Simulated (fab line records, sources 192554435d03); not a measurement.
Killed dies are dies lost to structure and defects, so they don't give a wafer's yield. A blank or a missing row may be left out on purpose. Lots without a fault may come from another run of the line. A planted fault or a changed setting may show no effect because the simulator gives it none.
Which tool did it? | flow n5_finfet | 23 lots, 69 wafers sampled, at 2 steps of a route of 1938

WHAT THE GAUGES READ, wafer by wafer
N5_BEOL_M15_INSPECT_12: inspects for defects (macro).
lot  | measured     | on                | raw_defect_count
L076 | day 12 05:55 | defect_inspect-01 | 1 1 1
L077 | day 12 13:29 | defect_inspect-01 | 2 5 4
L075 | day 12 16:02 | defect_inspect-01 | 2 2 0
L079 | day 13 10:26 | defect_inspect-01 | 0 2 1
L078 | day 13 15:59 | defect_inspect-02 | 1 4 2
L080 | day 13 21:02 | defect_inspect-02 | 1 3 2
L081 | day 13 21:47 | defect_inspect-02 | 3 3 2
L074 | day 13 22:11 | defect_inspect-01 | 1 2 2
L082 | day 14 00:07 | defect_inspect-01 | 2 4 1
L084 | day 14 06:50 | defect_inspect-01 | 3 1 1
L083 | day 14 10:25 | defect_inspect-01 | 2 0 1
L085 | day 14 12:59 | defect_inspect-02 | 2 2 2
L087 | day 16 00:09 | defect_inspect-01 | 3 1 1
L088 | day 16 00:56 | defect_inspect-02 | 3 5 4
L089 | day 16 07:58 | defect_inspect-02 | 7 3 2
L091 | day 16 14:22 | defect_inspect-01 | 2 1 4
L090 | day 16 18:36 | defect_inspect-02 | 3 3 1
L092 | day 16 18:56 | defect_inspect-02 | 2 0 2
L093 | day 17 12:02 | defect_inspect-02 | 3 0 1
L094 | day 17 21:04 | defect_inspect-02 | 1 4 1
L095 | day 17 21:37 | defect_inspect-02 | 2 1 1
L096 | day 18 00:57 | defect_inspect-02 | 4 3 4
L097 | day 18 05:05 | defect_inspect-01 | 0 2 8

WHICH TOOL RAN EACH LOT (tool, then ch and the chambers of the sampled wafers, then the start)
lot  | N5_BEOL_M15_ILD_DEP_00
L076 | pecvd-04 ch 0,1,2, day 12 05:11
L077 | pecvd-04 ch 0,2, day 12 12:45
L075 | pecvd-02 ch 1,2, day 12 15:26
L079 | pecvd-04 ch 0,1, day 13 09:42
L078 | pecvd-04 ch 0,2, day 13 15:15
L080 | pecvd-02 ch 0,1,2, day 13 20:19
L081 | pecvd-04 ch 1,2, day 13 21:10
L074 | pecvd-04 ch 0,1, day 13 21:34
L082 | pecvd-02 ch 0,1, day 13 23:31
L084 | pecvd-04 ch 0,2, day 14 06:14
L083 | pecvd-04 ch 0,2, day 14 09:41
L085 | pecvd-04 ch 0,2, day 14 12:12
L087 | pecvd-03 ch 0,1, day 15 23:33
L088 | pecvd-04 ch 0,2, day 16 00:06
L089 | pecvd-02 ch 1,2, day 16 07:21
L091 | pecvd-03 ch 1,2, day 16 13:36
L090 | pecvd-04 ch 0,2, day 16 18:00
L092 | pecvd-04 ch 0,1, day 16 18:20
L093 | pecvd-02 ch 0,1,2, day 17 11:18
L094 | pecvd-02 ch 0,1,2, day 17 20:28
L095 | pecvd-02 ch 0,1, day 17 20:53
L096 | pecvd-03 ch 0,2, day 18 00:13
L097 | pecvd-04 ch 0,2, day 18 04:22
- N5_BEOL_M15_ILD_DEP_00: deposits SiO2 from TEOS/O2, target thk 1629.3 nm, time 346.1 s.

WHAT THE TOOLS THEMSELVES READ (means of the sampled wafers that have a number; where no wafer has one, the mark that the record gives instead)
N5_BEOL_M15_ILD_DEP_00.
lot  | tool     | heater_power_w (W) | showerhead_plenum_p_Torr (Torr) | throttle_valve_pct (%)
L076 | pecvd-04 | 535                | 8.36                            | 19.9
L077 | pecvd-04 | 480                | 8.34                            | 19.0
L075 | pecvd-02 | 549                | 8.35                            | 18.2
L079 | pecvd-04 | 437                | 8.37                            | 19.8
L078 | pecvd-04 | 561                | 8.35                            | 19.0
L080 | pecvd-02 | 569                | 8.34                            | 18.3
L081 | pecvd-04 | 555                | 8.40                            | 20.9
L074 | pecvd-04 | 461                | 8.38                            | 19.9
L082 | pecvd-02 | 621                | 8.34                            | 18.5
L084 | pecvd-04 | 501                | 8.34                            | 19.0
L083 | pecvd-04 | 575                | 8.35                            | 19.0
L085 | pecvd-04 | 529                | 8.35                            | 19.0
L087 | pecvd-03 | 629                | 8.34                            | 18.2
L088 | pecvd-04 | 520                | 8.35                            | 19.0
L089 | pecvd-02 | 482                | 8.35                            | 18.1
L091 | pecvd-03 | 584                | 8.37                            | 18.3
L090 | pecvd-04 | 592                | 8.35                            | 19.2
L092 | pecvd-04 | 464                | 8.36                            | 19.8
L093 | pecvd-02 | 551                | 8.34                            | 18.2
L094 | pecvd-02 | 540                | 8.36                            | 18.2
L095 | pecvd-02 | 606                | 8.34                            | 18.5
L096 | pecvd-03 | 450                | 8.35                            | 17.9
L097 | pecvd-04 | 508                | 8.32                            | 19.2

THE ANSWER, worked out from the rows above alone
Rule: what is usual is taken from the lots themselves. Put in order of their means at a reading, lots are off if they are a third of the lots or fewer, leave a main group of 4 or more, and stand apart from it by a gap of 3 or more times the standard deviation of the main group's means; of several such gaps the widest counts. A main group whose means are all the same, to the digits that the tables above print for the reading, isn't used. A lot without any number at a reading at which 4 lots or more have one is off too. The other lots that the step has rows for count as sound. The gauges are gone through in route order, then the tools' own readings, and for those a lot's mean is taken as printed above. The first step at which some lot is off is used, and at that step the reading that is off furthest; a lot without a number counts as furthest.
No lot is off at any reading shown: from this, nothing can be told.

WHAT THE SIMULATOR HAD PUT IN
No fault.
